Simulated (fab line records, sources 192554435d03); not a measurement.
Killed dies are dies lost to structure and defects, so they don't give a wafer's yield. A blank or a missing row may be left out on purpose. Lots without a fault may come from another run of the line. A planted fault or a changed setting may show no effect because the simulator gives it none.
Split-lot experiment | flow n5_finfet | 7 lots, 39 wafers read, on a route of 1938 steps

THE SPLIT
At N5_BEOL_M11_ETCH_41 (etches SiCN in CH3F/O2, target depth 42.6 nm, time 86 s), the setting time_s was moved away from the recipe's 86 s on 15 of the 39 wafers read, by -47.9% to +47.4%. The other wafers ran this setting at the recipe's value.

The reading is taken at the split's own step.

THE READING
etch.depth_nm (the simulator's own value, which no gauge read), in nm, at N5_BEOL_M11_ETCH_41 (etches SiCN in CH3F/O2, target depth 42.6 nm, time 86 s). The file gives no usual value for it. The 24 wafers here that ran the recipe average 32.67 nm, standard deviation 0.39 nm.

wafer  | tool, chamber at the split | time_s as run, s | against the recipe | etch.depth_nm, nm | against lot-mates on the recipe
L076.1 | rie_diel-06, 2             | 86               | recipe             | 31.95             | -
L076.2 | rie_diel-06, 0             | 126.8            | +47.4%             | 48.48             | +16.09
L076.3 | rie_diel-06, 1             | 126.8            | +47.4%             | 47.75             | +15.36
L076.4 | rie_diel-06, 3             | 126.8            | +47.4%             | 48.28             | +15.89
L076.5 | rie_diel-06, 1             | 86               | recipe             | 32.26             | -
L076.6 | rie_diel-06, 0             | 86               | recipe             | 32.97             | -
L079.2 | rie_diel-01, 3             | 86               | recipe             | 32.53             | -
L079.4 | rie_diel-01, 0             | 86               | recipe             | 32.14             | -
L079.6 | rie_diel-01, 2             | 86               | recipe             | 32.51             | -
L085.1 | rie_diel-02, 1             | 86               | recipe             | 33.03             | -
L085.2 | rie_diel-02, 2             | 50.08            | -41.8%             | 19.23             | -13.90
L085.3 | rie_diel-02, 3             | 50.08            | -41.8%             | 18.65             | -14.48
L085.4 | rie_diel-02, 3             | 50.08            | -41.8%             | 18.7              | -14.43
L085.5 | rie_diel-02, 1             | 86               | recipe             | 33.16             | -
L085.6 | rie_diel-02, 2             | 86               | recipe             | 33.19             | -
L089.1 | rie_diel-02, 1             | 105.9            | +23.1%             | 40.3              | +7.60
L089.2 | rie_diel-02, 2             | 105.9            | +23.1%             | 40.37             | +7.67
L089.3 | rie_diel-02, 3             | 86               | recipe             | 32.08             | -
L089.4 | rie_diel-02, 0             | 86               | recipe             | 33.11             | -
L089.5 | rie_diel-02, 0             | 105.9            | +23.1%             | 40.7              | +8.00
L089.6 | rie_diel-02, 1             | 86               | recipe             | 32.9              | -
L092.1 | rie_diel-06, 1             | 86               | recipe             | 32.29             | -
L092.2 | rie_diel-06, 3             | 86               | recipe             | 32.45             | -
L092.3 | rie_diel-06, 2             | 86               | recipe             | 32.9              | -
L092.4 | rie_diel-06, 0             | 86               | recipe             | 32.94             | -
L092.5 | rie_diel-06, 2             | 86               | recipe             | 32.69             | -
L092.6 | rie_diel-06, 1             | 86               | recipe             | 32.26             | -
L094.1 | rie_diel-01, 2             | 86               | recipe             | 32.74             | -
L094.2 | rie_diel-01, 1             | 47.72            | -44.5%             | 17.76             | -14.76
L094.3 | rie_diel-01, 0             | 86               | recipe             | 32.11             | -
L094.4 | rie_diel-01, 3             | 47.72            | -44.5%             | 18.07             | -14.45
L094.5 | rie_diel-01, 1             | 47.72            | -44.5%             | 17.89             | -14.63
L094.6 | rie_diel-01, 2             | 86               | recipe             | 32.7              | -
L096.1 | rie_diel-06, 1             | 44.8             | -47.9%             | 17.11             | -15.94
L096.2 | rie_diel-06, 0             | 86               | recipe             | 33.11             | -
L096.3 | rie_diel-06, 2             | 86               | recipe             | 33.23             | -
L096.4 | rie_diel-06, 3             | 44.8             | -47.9%             | 17.21             | -15.84
L096.5 | rie_diel-06, 2             | 44.8             | -47.9%             | 17.17             | -15.88
L096.6 | rie_diel-06, 1             | 86               | recipe             | 32.8              | -

THE FIT
A straight line over all 39 wafers: etch.depth_nm changes by +0.328 nm for each +1% of time_s; r = +1.00; the points scatter about the line by 0.36 nm.
The same after taking each lot's own level away (the mean of its wafers on the recipe; 39 wafers): +0.333 nm for each +1%; r = +1.00; scatter 0.3 nm.
On that fit, the largest move of time_s shifts the reading by 16 nm.
The lots' own levels span 32.393 to 33.127 nm, that is 1.9 times the standard deviation above.
So the lot-to-lot level changes the slope little: the two slopes agree.
Check: with one of the wafers moved furthest among these (-47.9%) left out of the fit, the line predicts -16 nm for it against its lot-mates. It came out at -15.9 nm against them.

OTHER SPLITS ON THESE WAFERS
These wafers also went through other splits before the reading. Each is held against what the fit with the lots' levels taken away leaves over:
other split on the same wafers  | wafers away from the commonest value | r with etch.depth_nm (lot level and that fit taken away)
N5_BEOL_M0_SAQP_PECVD_04 time_s | 18                                   | -0.19
N5_BEOL_M1_PECVD_72 time_s      | 15                                   | +0.01
N5_BEOL_M7_ETCH_66 time_s       | 12                                   | +0.16
N5_BEOL_M9_ETCH_66 time_s       | 18                                   | -0.17

THE FILE'S OWN FIT
etch.depth_nm changes by +0.333 nm for each +1% of time_s, r = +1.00.
